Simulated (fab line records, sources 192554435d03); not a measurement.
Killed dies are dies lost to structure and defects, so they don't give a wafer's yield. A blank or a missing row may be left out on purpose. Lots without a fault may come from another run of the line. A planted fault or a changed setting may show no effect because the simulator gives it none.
fab line records | flow n5_finfet
record lots=24 wafers=72 last_day=20
route steps=1938 shown BEOL_M7@1276 BEOL_M8@1336
lots that met no fault: from a run of the same line without faults
start_h: hours from the record's first day to the start of the lot's first wafer shown | wait_h: hours since the lot's step before | " the same as in the row above | L1.1+2: a row that stands for several wafers | - no value, or no start given | * or withheld: withheld | < > ~ a bound
route shown NAME@n: a module of which the file shows steps, and the number in the route of the first | usual: mean/standard deviation of fault-free wafers | same: alike in all rows | chamber/n: place in a boat | sites: the reading at each site | _std_site: their standard deviation | _edge_site: outer sites' mean less inner sites' | radius_mm: how far each site lies from the wafer's centre | mask NAME#n: copy n | behind: the tool/chamber that last shaped the wafer | hold: why the lot was held/for how many hours/how that ended | device: the transistor (n, p or np) that didn't switch | end of line: the same wafers' tests at the end of the route | a step without rows: its recipe alone | killed: dies lost to structure and defects at the first sort, not the wafer's yield | map: a wafer's dies, x killed, . not, _ none there
set.NAME: the setting as run; set.NAME@STEP: as run at that earlier step | model.NAME: the simulator's own value behind a step, which no gauge read
steps of the route over a sample of lots; a table a step, a row a wafer
services: from which hour (start_h, from the record's first day; less than 0 if before it) a tool's chamber was out of use, for how many hours, and why
## steps
# step N5_BEOL_M7_CD_MEAS_11
# recipe target_cd_nm=38.5 landing_energy_ev=500 detector=se_inlens polarity=opening
# usual cd_nm=38.6/0.5
# columns lot.wafer tool chamber start_h wait_h cd_nm
L074.2 cd_sem-03 0 233.35 - 38.2
L074.5 " 0 " " 37.6
L074.6 " 0 " " 37.9
L075.2 cd_sem-01 0 248.10 - 38.6
L075.3 " 0 " " 38.3
L075.4 " 0 " " 38.9
L077.1 cd_sem-01 0 256.45 - 39.4
L077.2 " 0 " " 38.8
L077.5 " 0 " " 39.7
L076.1 cd_sem-03 0 265.62 - 37.8
L076.2 " 0 " " 39.0
L076.4 " 0 " " 38.3
L078.1 cd_sem-03 0 265.78 - 38.1
L078.3 " 0 " " 38.3
L078.5 " 0 " " 38.1
L079.3 cd_sem-03 0 271.42 - 39.0
L079.5 " 0 " " 38.6
L079.6 " 0 " " 39.0
L081.1 cd_sem-03 0 277.16 - 39.0
L081.3 " 0 " " 39.0
L081.6 " 0 " " 39.3
L082.1 cd_sem-01 0 280.36 - 38.5
L082.3 " 0 " " 38.8
L082.4 " 0 " " 38.7
L080.3 cd_sem-01 0 283.07 - 38.7
L080.5 " 0 " " 39.1
L080.6 " 0 " " 38.6
L083.1 cd_sem-03 0 287.15 - 38.9
L083.4 " 0 " " 38.5
L083.6 " 0 " " 38.4
L084.1 cd_sem-02 0 290.32 - 37.7
L084.2 " 0 " " 39.1
L084.4 " 0 " " 38.8
L085.2 cd_sem-03 0 310.13 - 39.2
L085.3 " 0 " " 39.0
L085.6 " 0 " " 39.6
L086.1 cd_sem-02 0 311.33 - 39.2
L086.4 " 0 " " 39.0
L086.6 " 0 " " 38.9
L087.2 cd_sem-03 0 311.87 - 38.8
L087.3 " 0 " " 38.7
L087.5 " 0 " " 37.8
L088.2 cd_sem-02 0 314.05 - 38.8
L088.4 " 0 " " 38.2
L088.5 " 0 " " 39.1
L089.2 cd_sem-01 0 336.55 - 37.6
L089.4 " 0 " " 37.7
L089.5 " 0 " " 38.0
L090.1 cd_sem-01 0 347.59 - 37.7
L090.4 " 0 " " 37.6
L090.5 " 0 " " 37.4
L092.1 cd_sem-01 0 347.81 - 39.0
L092.2 " 0 " " 38.3
L092.5 " 0 " " 38.5
L093.1 cd_sem-01 0 347.97 - 39.0
L093.3 " 0 " " 39.1
L093.5 " 0 " " 38.7
L091.1 cd_sem-01 0 357.29 - 38.1
L091.4 " 0 " " 38.3
L091.6 " 0 " " 38.4
L096.1 cd_sem-02 0 380.45 - 39.0
L096.2 " 0 " " 38.9
L096.3 " 0 " " 38.7
L095.1 cd_sem-02 0 387.04 - 38.7
L095.2 " 0 " " 38.9
L095.4 " 0 " " 38.7
L097.4 cd_sem-03 0 392.43 - 38.6
L097.5 " 0 " " 38.6
L097.6 " 0 " " 38.2
L094.1 cd_sem-02 0 392.48 - 38.9
L094.4 " 0 " " 38.9
L094.5 " 0 " " 39.0
# step N5_BEOL_M7_STRIP_67
# recipe chemistry=CF4 resist=SiARC power_w=300 bias_power_w=75 pressure_mtorr=50 cf4_flow_sccm=150 rf_frequency_hz=6e+07
# usual drypump_motor_current_A=5.7/0.39 oes_product_au=0.78/0.089 rf_vpp_V=270.8/1.5 showerhead_plenum_p_Torr=1.78/0.051 throttle_valve_pct=13.62/0.25
# columns lot.wafer tool chamber start_h wait_h drypump_motor_current_A oes_product_au rf_hours_counter_h rf_vpp_V showerhead_plenum_p_Torr throttle_valve_pct
L074.2 rie_diel-02 1 233.67 0.0 5.6 0.75 167 270.3 1.71 13.79
L074.5 " 1 " " 5.6 0.75 - 268.4 1.71 13.79
L074.6 " 0 " " 4.8 0.97 - 273.4 1.84 13.42
L075.2 rie_diel-02 3 249.69 0.0 5.9 0.72 192 269.6 1.72 13.63
L075.3 " 1 " " 5.6 0.75 170 269.4 1.71 13.80
L075.4 " 2 " " 6.1 0.84 75 270.3 1.74 13.54
L077.1 rie_diel-03 2 256.78 0.0 5.7 0.69 224 269.0 1.71 13.81
L077.2 " 1 " " 5.7 0.71 202 271.9 1.78 13.92
L077.5 " 1 " " 5.7 0.71 - 273.2 1.77 13.91
L076.1 rie_diel-05 0 266.09 0.0 5.8 0.69 228 269.4 1.77 13.56
L076.2 " 1 " " 5.3 0.87 53 271.4 1.81 13.24
L076.4 " 3 " " 6.4 0.75 165 270.6 1.79 13.87
L078.1 rie_diel-03 0 266.11 0.0 5.8 0.79 115 275.5 1.88 13.66
L078.3 " 2 " " 5.7 0.69 227 269.5 1.70 13.79
L078.5 " 0 " " 5.9 0.79 - 272.2 1.88 13.67
L079.3 rie_diel-03 2 271.75 0.0 5.7 0.69 229 269.3 1.70 13.81
L079.5 " 2 " " 5.7 0.69 - 270.4 1.70 13.79
L079.6 " 1 " " 5.7 0.71 - 270.6 1.77 13.94
L081.1 rie_diel-03 0 277.49 0.0 5.9 0.78 120 272.1 1.88 13.68
L081.3 " 3 " " 5.5 0.70 200 272.3 1.84 13.76
L081.6 " 0 " " 5.9 0.79 - 271.2 1.88 13.66
L082.1 rie_diel-03 2 280.69 0.0 5.7 0.68 232 271.5 1.70 13.82
L082.3 " 0 " " 5.9 0.78 121 273.7 1.88 13.66
L082.4 " 3 " " 5.5 0.69 201 271.8 1.84 13.77
L080.3 rie_diel-02 3 283.39 0.0 5.9 0.71 201 269.6 1.72 13.65
L080.5 " 0 " " 4.8 0.93 - 271.2 1.83 13.46
L080.6 " 1 " " 5.6 0.74 - 269.8 1.71 13.81
L083.1 rie_diel-05 1 287.48 0.0 5.4 0.85 61 271.1 1.81 13.27
L083.4 " 0 " " 5.8 0.68 - 270.4 1.77 13.57
L083.6 " 1 " " 5.3 0.86 - 271.8 1.81 13.25
L084.1 rie_diel-03 2 290.65 0.0 5.7 0.68 235 268.7 1.70 13.84
L084.2 " 0 " " 5.9 0.78 125 273.9 1.88 13.67
L084.4 " 1 " " 5.7 0.71 212 270.7 1.77 13.95
L085.2 rie_diel-05 1 311.13 0.0 5.4 0.85 70 270.6 1.81 13.27
L085.3 " 0 " " 5.7 0.67 245 269.3 1.77 13.59
L085.6 " 3 " " 6.3 0.73 - 271.2 1.78 13.90
L086.1 rie_diel-02 3 311.77 0.0 5.9 0.70 211 267.6 1.72 13.67
L086.4 " 1 " " 5.6 0.73 192 267.7 1.71 13.83
L086.6 " 2 " " 6.1 0.83 - 270.2 1.74 13.60
L087.2 rie_diel-05 3 312.71 0.0 6.4 0.74 181 272.2 1.78 13.91
L087.3 " 1 " " 5.4 0.85 70 271.3 1.81 13.27
L087.5 " 1 " " 5.4 0.84 - 271.9 1.81 13.26
L088.2 rie_diel-02 2 314.50 0.0 6.0 0.81 97 269.8 1.74 13.61
L088.4 " 3 " " 5.9 0.71 213 269.0 1.71 13.65
L088.5 " 2 " " 6.0 0.81 - 269.1 1.74 13.60
L089.2 rie_diel-05 3 338.59 0.0 6.3 0.73 194 270.9 1.78 13.94
L089.4 " 2 " " 6.2 0.87 - 270.3 1.76 13.58
L089.5 " 1 " " 5.3 0.83 - 272.4 1.80 13.29
L090.1 rie_diel-05 0 348.25 0.0 5.8 0.99 0 270.8 1.77 13.04
L090.4 " 1 " " 5.3 0.82 90 272.0 1.80 13.33
L090.5 " 1 " " 5.4 0.82 - 272.6 1.80 13.33
L092.1 rie_diel-05 3 349.41 0.0 6.3 0.72 200 270.5 1.78 13.96
L092.2 " 1 " " 5.3 0.82 91 271.1 1.80 13.33
L092.5 " 1 " " 5.3 0.82 - 270.6 1.80 13.31
L093.1 rie_diel-05 0 349.71 0.0 5.8 0.98 1 269.8 1.77 13.04
L093.3 " 1 " " 5.3 0.82 91 269.7 1.80 13.33
L093.5 " 1 " " 5.4 0.82 - 270.4 1.80 13.33
L091.1 rie_diel-02 0 357.69 0.0 4.8 0.88 47 271.5 1.82 13.51
L091.4 " 3 " " 5.9 0.69 - 271.1 1.71 13.70
L091.6 " 0 " " 4.8 0.88 - 270.7 1.82 13.52
L096.1 rie_diel-03 1 380.78 0.0 5.7 0.70 230 270.2 1.77 13.98
L096.2 " 2 " " 5.7 0.97 0 275.3 1.91 13.29
L096.3 " 3 " " 5.5 0.68 230 272.3 1.83 13.84
L095.1 rie_diel-05 0 387.37 0.0 5.8 0.93 14 270.4 1.77 13.07
L095.2 " 1 " " 5.4 0.81 103 270.7 1.80 13.36
L095.4 " 1 " " 5.4 0.80 - 272.4 1.80 13.36
L097.4 rie_diel-05 2 392.75 0.0 6.2 0.84 74 269.2 1.75 13.62
L097.5 " 0 " " 5.8 0.92 - 271.5 1.76 13.08
L097.6 " 3 " " 6.4 0.72 - 271.0 1.77 14.00
L094.1 rie_diel-02 2 392.81 0.0 6.0 0.79 126 270.6 1.73 13.64
L094.4 " 0 " " 4.8 0.86 58 271.5 1.82 13.52
L094.5 " 2 " " 6.0 0.80 - 270.8 1.73 13.66
# step N5_BEOL_M7_CURE_75
# recipe temp_c=370 time_s=120 ambient=DMADMS/He material=SiCOH_lowk
# usual lamp_power_pct=52.32/0.05 wafer_temp_C_max=371.7/0.51
# columns lot.wafer tool chamber start_h wait_h lamp_power_pct wafer_temp_C_max
L074.2 uv_cure-03 0 235.12 0.1 52.32 370.6
L074.5 " 0 " " 52.26 370.8
L074.6 " 0 " " 52.32 370.6
L075.2 uv_cure-02 1 253.27 0.1 52.38 371.9
L075.3 " 1 " " 52.23 372.1
L075.4 " 1 " " 52.36 373.0
L077.1 uv_cure-01 0 260.83 0.0 52.35 371.0
L077.2 " 0 " " 52.29 370.9
L077.5 " 0 " " 52.30 371.4
L076.1 uv_cure-02 2 268.84 0.0 52.25 371.5
L076.2 " 2 " " 52.32 371.6
L076.4 " 2 " " 52.35 372.5
L078.1 uv_cure-03 2 268.87 0.0 52.29 371.6
L078.3 " 2 " " 52.38 372.0
L078.5 " 2 " " 52.32 371.6
L079.3 uv_cure-03 2 273.35 0.1 52.36 371.2
L079.5 " 2 " " 52.30 371.2
L079.6 " 2 " " 52.28 370.8
L081.1 uv_cure-02 1 279.37 0.0 52.28 371.7
L081.3 " 1 " " 52.39 371.9
L081.6 " 1 " " 52.40 372.2
L082.1 uv_cure-02 0 282.51 0.2 52.33 371.6
L082.3 " 0 " " 52.21 372.0
L082.4 " 0 " " 52.34 372.3
L080.3 uv_cure-02 2 284.92 0.1 52.31 372.1
L080.5 " 2 " " 52.30 372.7
L080.6 " 2 " " 52.33 372.5
L083.1 uv_cure-02 2 289.76 0.0 52.34 371.5
L083.4 " 2 " " 52.34 371.6
L083.6 " 2 " " 52.41 371.4
L084.1 uv_cure-02 1 292.11 0.0 52.23 371.9
L084.2 " 1 " " 52.29 371.8
L084.4 " 1 " " 52.32 372.1
L085.2 uv_cure-01 2 312.81 0.1 52.25 370.7
L085.3 " 2 " " 52.32 371.7
L085.6 " 2 " " 52.29 371.4
L086.1 uv_cure-01 2 313.49 0.0 52.35 371.4
L086.4 " 2 " " 52.29 371.3
L086.6 " 2 " " 52.32 371.7
L087.2 uv_cure-02 2 314.36 0.1 52.34 371.9
L087.3 " 2 " " 52.40 372.6
L087.5 " 2 " " 52.23 371.8
L088.2 uv_cure-03 1 316.74 0.1 52.35 371.3
L088.4 " 1 " " 52.36 372.3
L088.5 " 1 " " 52.42 371.5
L089.2 uv_cure-02 2 340.51 0.1 52.33 371.3
L089.4 " 2 " " 52.35 372.4
L089.5 " 2 " " 52.25 371.3
L090.1 uv_cure-02 2 352.07 0.0 52.23 371.5
L090.4 " 2 " " 52.33 372.3
L090.5 " 2 " " 52.39 372.0
L092.1 uv_cure-01 0 353.00 0.0 52.41 371.8
L092.2 " 0 " " 52.25 371.1
L092.5 " 0 " " 52.29 371.2
L093.1 uv_cure-02 0 353.66 0.0 52.23 372.8
L093.3 " 0 " " 52.41 372.4
L093.5 " 0 " " 52.29 373.1
L091.1 uv_cure-01 1 360.95 0.0 52.32 371.5
L091.4 " 1 " " 52.44 371.6
L091.6 " 1 " " 52.40 371.7
L096.1 uv_cure-01 1 382.40 0.0 52.34 371.7
L096.2 " 1 " " 52.29 371.1
L096.3 " 1 " " 52.28 371.5
L095.1 uv_cure-02 2 389.41 0.0 52.40 371.5
L095.2 " 2 " " 52.27 371.8
L095.4 " 2 " " 52.29 372.5
L097.4 uv_cure-01 0 396.12 0.2 52.27 371.2
L097.5 " 0 " " 52.27 371.7
L097.6 " 0 " " 52.41 371.1
L094.1 uv_cure-01 1 396.27 0.1 52.30 371.1
L094.4 " 1 " " 52.24 371.8
L094.5 " 1 " " 52.31 371.5
# step N5_BEOL_M7_SURFACE_TREAT_79
# recipe gas=Ar time_s=* ion_energy_ev=* ion_current_ma_cm2=0.5 pressure_mtorr=* ar_flow_sccm=30
# usual throttle_valve_pct=*
# columns lot.wafer tool chamber start_h wait_h throttle_valve_pct
L074.2 pvd_sputter-01 - 235.92 0.2 *
L074.5 " - " " *
L074.6 " - " " *
L075.2 pvd_sputter-03 - 254.27 0.3 *
L075.3 " - " " *
L075.4 " - " " *
L077.1 pvd_sputter-03 - 261.80 0.2 *
L077.2 " - " " *
L077.5 " - " " *
L076.1 pvd_sputter-01 - 269.90 0.4 *
L076.2 " - " " *
L076.4 " - " " *
L078.1 pvd_sputter-01 - 269.94 0.3 *
L078.3 " - " " *
L078.5 " - " " *
L079.3 pvd_sputter-03 - 274.39 0.3 *
L079.5 " - " " *
L079.6 " - " " *
L081.1 pvd_sputter-01 - 280.30 0.3 *
L081.3 " - " " *
L081.6 " - " " *
L082.1 pvd_sputter-02 - 283.63 0.2 *
L082.3 " - " " *
L082.4 " - " " *
L080.3 pvd_sputter-02 - 286.85 0.2 *
L080.5 " - " " *
L080.6 " - " " *
L083.1 pvd_sputter-01 - 291.02 0.4 *
L083.4 " - " " *
L083.6 " - " " *
L084.1 pvd_sputter-02 - 292.87 0.2 *
L084.2 " - " " *
L084.4 " - " " *
L085.2 pvd_sputter-02 - 313.97 0.2 *
L085.3 " - " " *
L085.6 " - " " *
L086.1 pvd_sputter-03 - 314.71 0.2 *
L086.4 " - " " *
L086.6 " - " " *
L087.2 pvd_sputter-01 - 316.27 0.3 *
L087.3 " - " " *
L087.5 " - " " *
L088.2 pvd_sputter-03 - 317.57 0.2 *
L088.4 " - " " *
L088.5 " - " " *
L089.2 pvd_sputter-03 - 343.06 0.5 *
L089.4 " - " " *
L089.5 " - " " *
L090.1 pvd_sputter-02 - 353.98 0.2 *
L090.4 " - " " *
L090.5 " - " " *
L092.1 pvd_sputter-03 - 354.22 0.2 *
L092.2 " - " " *
L092.5 " - " " *
L093.1 pvd_sputter-03 - 354.50 0.2 *
L093.3 " - " " *
L093.5 " - " " *
L091.1 pvd_sputter-03 - 362.06 0.5 *
L091.4 " - " " *
L091.6 " - " " *
L096.1 pvd_sputter-01 - 383.25 0.2 *
L096.2 " - " " *
L096.3 " - " " *
L095.1 pvd_sputter-03 - 390.25 0.2 *
L095.2 " - " " *
L095.4 " - " " *
L097.4 pvd_sputter-02 - 397.02 0.2 *
L097.5 " - " " *
L097.6 " - " " *
L094.1 pvd_sputter-03 - 397.32 0.3 *
L094.4 " - " " *
L094.5 " - " " *
# step N5_BEOL_M8_HM_DEP_02
# recipe material=TiN target_thk_a=200 temp_c=25 chamber_pressure_pa=0.49996
# usual throttle_valve_pct=29.6/1.1
# columns lot.wafer tool chamber start_h wait_h throttle_valve_pct
L074.2 pvd_sputter-03 - 238.09 0.3 30.8
L074.5 " - " " 29.2
L074.6 " - " " 30.6
L075.2 pvd_sputter-03 - 260.68 3.0 30.5
L075.3 " - " " 27.7
L075.4 " - " " 28.9
L077.1 pvd_sputter-03 - 264.92 1.2 29.1
L077.2 " - " " 29.0
L077.5 " - " " 29.2
L078.1 pvd_sputter-03 - 272.19 0.4 28.2
L078.3 " - " " 29.4
L078.5 " - " " 29.4
L076.1 pvd_sputter-03 - 272.29 0.3 29.2
L076.2 " - " " 28.1
L076.4 " - " " 30.5
L079.3 pvd_sputter-01 - 276.76 0.4 28.8
L079.5 " - " " 30.1
L079.6 " - " " 28.5
L081.1 pvd_sputter-03 - 283.27 0.6 29.3
L081.3 " - " " 28.8
L081.6 " - " " 29.1
L082.1 pvd_sputter-01 - 286.99 0.4 28.9
L082.3 " - " " 28.4
L082.4 " - " " 31.0
L080.3 pvd_sputter-01 - 290.05 1.2 31.2
L080.5 " - " " 31.0
L080.6 " - " " 28.7
L083.1 pvd_sputter-01 - 296.44 2.8 28.6
L083.4 " - " " 28.9
L083.6 " - " " 28.9
L084.1 pvd_sputter-01 - 296.86 1.4 29.9
L084.2 " - " " 31.2
L084.4 " - " " 29.0
L085.2 pvd_sputter-02 - 316.63 0.8 31.3
L085.3 " - " " 30.1
L085.6 " - " " 31.3
L086.1 pvd_sputter-03 - 318.19 0.4 29.1
L086.4 " - " " 29.1
L086.6 " - " " 30.5
L087.2 pvd_sputter-02 - 318.83 0.7 30.5
L087.3 " - " " 29.9
L087.5 " - " " 30.0
L088.2 pvd_sputter-01 - 320.27 0.3 29.9
L088.4 " - " " 28.6
L088.5 " - " " 29.7
L089.2 pvd_sputter-03 - 347.08 1.3 27.8
L089.4 " - " " 29.4
L089.5 " - " " 28.9
L090.1 pvd_sputter-02 - 357.34 1.5 29.6
L090.4 " - " " 31.6
L090.5 " - " " 30.3
L092.1 pvd_sputter-02 - 357.44 1.0 30.3
L092.2 " - " " 31.5
L092.5 " - " " 31.1
L093.1 pvd_sputter-01 - 357.67 0.9 29.8
L093.3 " - " " 31.1
L093.5 " - " " 28.3
L091.1 pvd_sputter-01 - 364.37 0.0 30.0
L091.4 " - " " 28.9
L091.6 " - " " 29.8
L096.1 pvd_sputter-02 - 386.47 1.3 30.0
L096.2 " - " " 30.1
L096.3 " - " " 28.8
L095.1 pvd_sputter-03 - 392.60 0.0 29.2
L095.2 " - " " 28.1
L095.4 " - " " 29.0
L097.4 pvd_sputter-02 - 402.03 1.5 31.6
L097.5 " - " " 31.5
L097.6 " - " " 30.3
L094.1 pvd_sputter-01 - 402.26 1.2 28.4
L094.4 " - " " 28.7
L094.5 " - " " 31.2
# step N5_BEOL_M8_STRIP_67
# recipe chemistry=CF4 resist=SiARC power_w=300 bias_power_w=75 pressure_mtorr=50 cf4_flow_sccm=150 rf_frequency_hz=6e+07
# usual drypump_motor_current_A=5.8/0.42 oes_product_au=0.77/0.058 rf_vpp_V=271.6/1.4 showerhead_plenum_p_Torr=1.81/0.042 throttle_valve_pct=13.64/0.15
# columns lot.wafer tool chamber start_h wait_h drypump_motor_current_A oes_product_au rf_hours_counter_h rf_vpp_V showerhead_plenum_p_Torr throttle_valve_pct
L074.2 rie_diel-04 1 239.18 0.0 5.3 0.79 103 271.4 1.80 13.32
L074.5 " 2 " " 5.4 0.70 - 272.3 1.84 14.10
L074.6 " 3 " " 6.4 0.74 - 271.5 1.85 13.52
L075.2 rie_diel-06 2 261.57 0.0 5.1 0.72 193 271.9 1.86 13.60
L075.3 " 3 " " 5.9 0.74 161 273.0 1.78 13.56
L075.4 " 0 " " 6.0 0.73 205 270.0 1.78 13.89
L077.1 rie_diel-06 1 265.74 0.0 5.7 0.82 87 271.7 1.81 13.60
L077.2 " 0 " " 6.0 0.72 206 271.5 1.78 13.87
L077.5 " 1 " " 5.7 0.81 - 271.0 1.81 13.61
L078.1 rie_diel-01 2 273.01 0.0 6.2 0.81 89 267.8 1.74 13.70
L078.3 " 0 " " 5.7 0.81 92 273.4 1.87 13.59
L078.5 " 2 " " 6.2 0.81 - 269.6 1.74 13.68
L076.1 rie_diel-06 1 273.18 0.0 5.7 0.81 91 274.0 1.81 13.60
L076.2 " 2 " " 5.0 0.72 198 269.8 1.86 13.61
L076.4 " 3 " " 5.9 0.74 165 270.6 1.78 13.56
L079.3 rie_diel-01 0 277.78 0.0 5.7 0.81 94 273.9 1.87 13.60
L079.5 " 0 " " 5.7 0.81 - 272.9 1.87 13.59
L079.6 " 1 " " 5.8 0.79 - 273.2 1.79 13.52
L081.1 rie_diel-04 3 284.03 0.0 6.5 0.74 206 271.4 1.85 13.53
L081.3 " 0 " " 6.4 0.86 47 272.4 1.90 13.49
L081.6 " 2 " " 5.5 0.68 - 272.9 1.84 14.15
L082.1 rie_diel-06 3 287.77 0.0 5.9 0.73 173 269.5 1.78 13.60
L082.3 " 1 " " 5.7 0.80 98 270.2 1.81 13.65
L082.4 " 0 " " 6.0 0.72 216 268.2 1.78 13.88
L080.3 rie_diel-01 1 291.08 0.0 5.8 0.78 117 270.3 1.79 13.55
L080.5 " 3 " " 5.6 0.75 - 270.8 1.79 13.77
L080.6 " 2 " " 6.3 0.81 - 268.2 1.74 13.72
L083.1 rie_diel-06 1 297.13 0.0 5.7 0.80 102 272.9 1.81 13.65
L083.4 " 3 " " 5.9 0.73 176 269.7 1.78 13.61
L083.6 " 1 " " 5.7 0.80 - 272.9 1.81 13.66
L084.1 rie_diel-06 3 297.79 0.0 5.9 0.73 177 271.2 1.78 13.60
L084.2 " 1 " " 5.7 0.80 102 272.0 1.81 13.65
L084.4 " 0 " " 5.9 0.71 220 269.8 1.78 13.91
L085.2 rie_diel-04 1 317.88 0.0 5.3 0.76 141 270.6 1.79 13.39
L085.3 " 0 " " 6.4 0.85 60 273.2 1.89 13.53
L085.6 " 1 " " 5.3 0.76 - 271.2 1.79 13.41
L086.1 rie_diel-06 3 319.20 0.0 5.9 0.72 185 272.8 1.78 13.62
L086.4 " 1 " " 5.7 0.80 105 269.2 1.81 13.65
L086.6 " 3 " " 5.9 0.72 - 269.8 1.78 13.61
L087.2 rie_diel-06 1 320.38 0.0 5.7 0.79 106 272.3 1.81 13.64
L087.3 " 2 " " 5.1 0.70 218 273.2 1.86 13.65
L087.5 " 2 " " 5.1 0.70 - 273.6 1.86 13.65
L088.2 rie_diel-04 1 321.78 0.0 5.3 0.76 144 269.3 1.79 13.42
L088.4 " 1 " " 5.3 0.76 - 272.5 1.79 13.42
L088.5 " 0 " " 6.4 0.84 - 272.4 1.89 13.52
L089.2 rie_diel-04 3 347.78 0.0 6.4 0.71 234 271.0 1.84 13.59
L089.4 " 2 " " 5.5 0.95 - 273.1 1.83 13.62
L089.5 " 3 " " 6.5 0.72 - 274.6 1.84 13.60
L090.1 rie_diel-01 3 358.21 0.0 5.6 0.73 197 271.5 1.78 13.83
L090.4 " 0 " " 5.8 0.79 120 273.0 1.87 13.64
L090.5 " 3 " " 5.6 0.72 - 271.5 1.78 13.83
L092.1 rie_diel-04 2 358.42 0.0 5.4 0.94 9 272.4 1.83 13.63
L092.2 " 1 " " 5.3 0.74 159 269.8 1.79 13.45
L092.5 " 3 " " 6.5 0.71 - 272.1 1.84 13.62
L093.1 rie_diel-01 2 358.53 0.0 6.2 0.77 126 268.5 1.73 13.79
L093.3 " 3 " " 5.6 0.73 197 270.5 1.78 13.82
L093.5 " 1 " " 5.8 0.77 - 271.0 1.79 13.57
L091.1 rie_diel-01 1 365.19 0.0 5.7 0.77 143 270.7 1.79 13.61
L091.4 " 0 " " 5.8 0.78 122 272.8 1.86 13.67
L091.6 " 2 " " 6.2 0.77 - 270.0 1.73 13.79
L096.1 rie_diel-04 1 387.35 0.0 5.3 0.74 168 270.4 1.78 13.48
L096.2 " 3 " " 6.5 0.71 246 273.2 1.84 13.62
L096.3 " 0 " " 6.4 0.82 81 273.7 1.89 13.54
L095.1 rie_diel-04 3 393.70 0.0 6.5 0.70 248 270.9 1.84 13.62
L095.2 " 1 " " 5.3 0.74 170 270.2 1.78 13.48
L095.4 " 2 " " 5.4 0.91 19 270.3 1.83 13.65
L097.4 rie_diel-06 3 403.23 0.0 5.9 0.70 - 271.0 1.77 13.68
L097.5 " 1 " " 5.7 0.76 - 270.8 1.80 13.73
L097.6 " 3 " " 5.9 0.70 - 270.0 1.77 13.68
L094.1 rie_diel-04 1 403.37 0.0 5.3 0.73 173 270.4 1.78 13.47
L094.4 " 0 " " 6.4 0.81 - 273.3 1.89 13.57
L094.5 " 2 " " 5.4 0.89 - 270.8 1.83 13.65
## services
# columns tool chamber start_h hours kind
pvd_sputter-03 - 211.08 3.7 repair
rie_diel-05 1 213.83 14.7 repair
rie_diel-06 1 214.42 9.5 repair
rie_diel-05 - 217.62 0.7 repair
rie_diel-05 3 227.96 6.0 repair
rie_diel-05 1 229.85 2.6 repair
rie_diel-02 - 241.35 2.8 pm
rie_diel-05 0 249.90 1.2 repair
rie_diel-06 3 258.10 3.1 repair
rie_diel-04 3 260.32 20.8 repair
rie_diel-05 2 281.14 7.1 repair
rie_diel-06 1 301.28 8.3 repair
rie_diel-06 - 310.71 2.8 pm
rie_diel-05 3 315.21 3.1 repair
rie_diel-04 0 328.48 9.2 repair
rie_diel-05 - 329.22 0.3 repair
uv_cure-02 - 348.48 2.1 pm
uv_cure-02 - 354.24 0.6 repair
rie_diel-06 0 377.94 8.3 repair
uv_cure-02 - 379.58 5.1 repair
rie_diel-05 3 381.29 7.0 repair
uv_cure-01 - 384.60 1.0 pm
uv_cure-02 - 391.20 3.4 pm
rie_diel-06 2 401.88 2.7 repair
## key
fault none
